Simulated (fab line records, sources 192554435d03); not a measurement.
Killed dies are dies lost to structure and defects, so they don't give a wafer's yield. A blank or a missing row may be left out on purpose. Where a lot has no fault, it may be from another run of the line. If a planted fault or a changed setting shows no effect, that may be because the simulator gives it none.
Which of the tools did it? + flow n5-finfet + 12 lots, 35 wafers sampled, at 5 steps of a route of 1938

## WHAT THE GAUGES SHOWED, per wafer
N5_MIM_TOP_LITHO_CD_MEAS_08 targets a cd of 2000 nm.
| lot  | measured     | on        | cd-nm (nm)           |
|------|--------------|-----------|----------------------|
| L541 | day 13 11:50 | cd-sem-02 | 2000.5 1999.4 2000.9 |
| L543 | day 13 23:59 | cd-sem-03 | 2000.3 1998.1 1999.8 |
| L542 | day 14 02:41 | cd-sem-02 | 1999.3 1997.7 1999.2 |
| L545 | day 14 15:03 | cd-sem-01 | 2001.4 1999.6 2000.3 |
| L547 | day 14 16:41 | cd-sem-03 | 1999.7 2000.3 2000.2 |
| L548 | day 14 19:25 | cd-sem-03 | 2000.9 2000.1 1999.2 |
| L546 | day 14 20:11 | cd-sem-01 | 2001.1 2000.2 2001.5 |
| L550 | day 15 09:46 | cd-sem-02 | 2000.5 1998.1 1999.0 |
| L552 | day 16 05:42 | cd-sem-03 | 2003.5 1997.9        |
| L561 | day 18 05:24 | cd-sem-01 | 2000.7 2000.8 2002.1 |
| L562 | day 18 23:17 | cd-sem-02 | 2000.2 1999.1 1998.8 |
| L564 | day 20 00:18 | cd-sem-03 | 1999.9 2000.6 1998.6 |

## TOOL THAT RAN EACH LOT (tool first, then ch and the chambers of the sampled wafers, then the start)
| lot  | N5_PASSIVATION_PECVD_00         | N5_MIM_BOT_DEGAS_01          | N5_MIM_TOP_ALD_02                           | N5_MIM_TOP_LITHO_PEB_06           |
|------|---------------------------------|------------------------------|---------------------------------------------|-----------------------------------|
| L541 | pecvd-02 ch 0,1,2, day 13 09:51 | pvd-sputter-03, day 13 10:47 | ald-hk-03 ch 0,2, day 13 11:43 or earlier   | litho-track-03 ch 0, day 13 11:43 |
| L543 | pecvd-01 ch 0,1,2, day 13 22:09 | pvd-sputter-02, day 13 22:50 | ald-hk-02 ch 0,1,3, day 13 23:52 or earlier | litho-track-02 ch 0, day 13 23:52 |
| L542 | pecvd-01 ch 0,2, day 13 22:53   | pvd-sputter-01, day 13 23:25 | ald-hk-03 ch 0,2, day 14 02:34 or earlier   | litho-track-02 ch 0, day 14 02:34 |
| L545 | pecvd-02 ch 1,2, day 14 13:30   | pvd-sputter-01, day 14 13:40 | ald-hk-03 ch 0,1,3, day 14 14:56 or earlier | litho-track-03 ch 0, day 14 14:56 |
| L547 | pecvd-04 ch 1,2, day 14 14:05   | pvd-sputter-02, day 14 14:20 | ald-hk-01 ch 1,3, day 14 16:34 or earlier   | litho-track-03 ch 0, day 14 16:34 |
| L548 | pecvd-02 ch 0,1, day 14 16:13   | pvd-sputter-02, day 14 16:44 | ald-hk-03 ch 2,3, day 14 19:17 or earlier   | litho-track-02 ch 0, day 14 19:17 |
| L546 | pecvd-04 ch 0,1,2, day 14 16:31 | pvd-sputter-02, day 14 17:20 | ald-hk-02 ch 1,2,3, day 14 20:04 or earlier | litho-track-02 ch 0, day 14 20:04 |
| L550 | pecvd-02 ch 1,2, day 15 07:44   | pvd-sputter-02, day 15 08:25 | ald-hk-02 ch 1,3, day 15 09:39 or earlier   | litho-track-03 ch 0, day 15 09:39 |
| L552 | pecvd-04 ch 1,2, day 16 03:11   | pvd-sputter-03, day 16 04:15 | ald-hk-02 ch 1,3, day 16 05:35 or earlier   | litho-track-02 ch 0, day 16 05:35 |
| L561 | pecvd-04 ch 0,2, day 18 01:59   | pvd-sputter-02, day 18 03:44 | ald-hk-03 ch 0,2,3, day 18 05:17 or earlier | litho-track-03 ch 0, day 18 05:17 |
| L562 | pecvd-04 ch 0,1, day 18 20:23   | pvd-sputter-03, day 18 21:49 | ald-hk-03 ch 0,2,3, day 18 23:10 or earlier | litho-track-03 ch 0, day 18 23:10 |
| L564 | pecvd-02 ch 0,1,2, day 19 20:35 | pvd-sputter-03, day 19 22:38 | ald-hk-01 ch 2,3, day 20 00:11 or earlier   | litho-track-03 ch 0, day 20 00:11 |
- N5_PASSIVATION_PECVD_00: deposits SiO2 from SiH4/N2O, target thk 200 nm, time 11.2 s.
- N5_MIM_BOT_DEGAS_01: time 60 s.
- N5_MIM_TOP_ALD_02: deposits Al2O3, purge time 3 s, co reactant pulse time 3 s.
- N5_MIM_TOP_LITHO_PEB_06

## WHAT THE TOOLS THEMSELVES READ (means of the sampled wafers that have a number; where no wafer has one, the mark that the record gives instead)
N5_PASSIVATION_PECVD_00.
| lot  | tool     | heater-power-outer-w (W) | heater-power-w (W) | showerhead-plenum-p-Torr (Torr) | throttle-valve-pct (%) |
|------|----------|--------------------------|--------------------|---------------------------------|------------------------|
| L541 | pecvd-02 | 406                      | 674                | 8.17                            | 50.8                   |
| L543 | pecvd-01 | 292                      | 563                | 8.16                            | 53.5                   |
| L542 | pecvd-01 | 349                      | 597                | 8.17                            | 51.5                   |
| L545 | pecvd-02 | 381                      | 631                | 8.12                            | 50.6                   |
| L547 | pecvd-04 | 437                      | 699                | 8.12                            | 52.1                   |
| L548 | pecvd-02 | 467                      | 717                | 8.22                            | 50.3                   |
| L546 | pecvd-04 | 381                      | 664                | 8.17                            | 51.9                   |
| L550 | pecvd-02 | 337                      | 593                | 8.11                            | 51.5                   |
| L552 | pecvd-04 | 378                      | 622                | 8.13                            | 51.2                   |
| L561 | pecvd-04 | 434                      | 696                | 8.15                            | 53.9                   |
| L562 | pecvd-04 | 321                      | 570                | 8.17                            | 48.8                   |
| L564 | pecvd-02 | 376                      | 617                | 8.16                            | 51.4                   |

N5_MIM_BOT_DEGAS_01.
| lot  | tool           | heater-power-w (W) |
|------|----------------|--------------------|
| L541 | pvd-sputter-03 | 464                |
| L543 | pvd-sputter-02 | 491                |
| L542 | pvd-sputter-01 | 464                |
| L545 | pvd-sputter-01 | 443                |
| L547 | pvd-sputter-02 | 479                |
| L548 | pvd-sputter-02 | 480                |
| L546 | pvd-sputter-02 | 475                |
| L550 | pvd-sputter-02 | 482                |
| L552 | pvd-sputter-03 | 469                |
| L561 | pvd-sputter-02 | 479                |
| L562 | pvd-sputter-03 | 463                |
| L564 | pvd-sputter-03 | 465                |

N5_MIM_TOP_ALD_02.
| lot  | tool      | precursor-pulse-height-rel |
|------|-----------|----------------------------|
| L541 | ald-hk-03 | 1.013                      |
| L543 | ald-hk-02 | 1.006                      |
| L542 | ald-hk-03 | 1.017                      |
| L545 | ald-hk-03 | 0.984                      |
| L547 | ald-hk-01 | 0.999                      |
| L548 | ald-hk-03 | 1.019                      |
| L546 | ald-hk-02 | 0.995                      |
| L550 | ald-hk-02 | 1.005                      |
| L552 | ald-hk-02 | 1.030                      |
| L561 | ald-hk-03 | 1.007                      |
| L562 | ald-hk-03 | 0.994                      |
| L564 | ald-hk-01 | 0.995                      |

## THE ANSWER, worked out from the rows above alone
Rule: usual is defined by the lots themselves. The widest of any qualifying gaps counts: lots, ordered by their means at a reading, are off when they make up no more than a third of the lots, leave a main group of 4 or more, and stand apart from it by 3 or more times the standard deviation of that group's means. A main group whose means are all the same, to the digits that the tables above print for the reading, isn't used. A lot without any number at a reading at which 4 lots or more have one is off too. All remaining lots with rows at the step are treated as sound. First the gauges in route order, then the tools' own readings, where a lot's mean is used as printed above. The first step at which some lot is off is used, and at that step the reading that is off furthest; a lot without a number counts as furthest.
Across all readings shown, no lot is off: no conclusion can be drawn from this.

## WHAT HAD BEEN PUT IN BY THE SIMULATOR
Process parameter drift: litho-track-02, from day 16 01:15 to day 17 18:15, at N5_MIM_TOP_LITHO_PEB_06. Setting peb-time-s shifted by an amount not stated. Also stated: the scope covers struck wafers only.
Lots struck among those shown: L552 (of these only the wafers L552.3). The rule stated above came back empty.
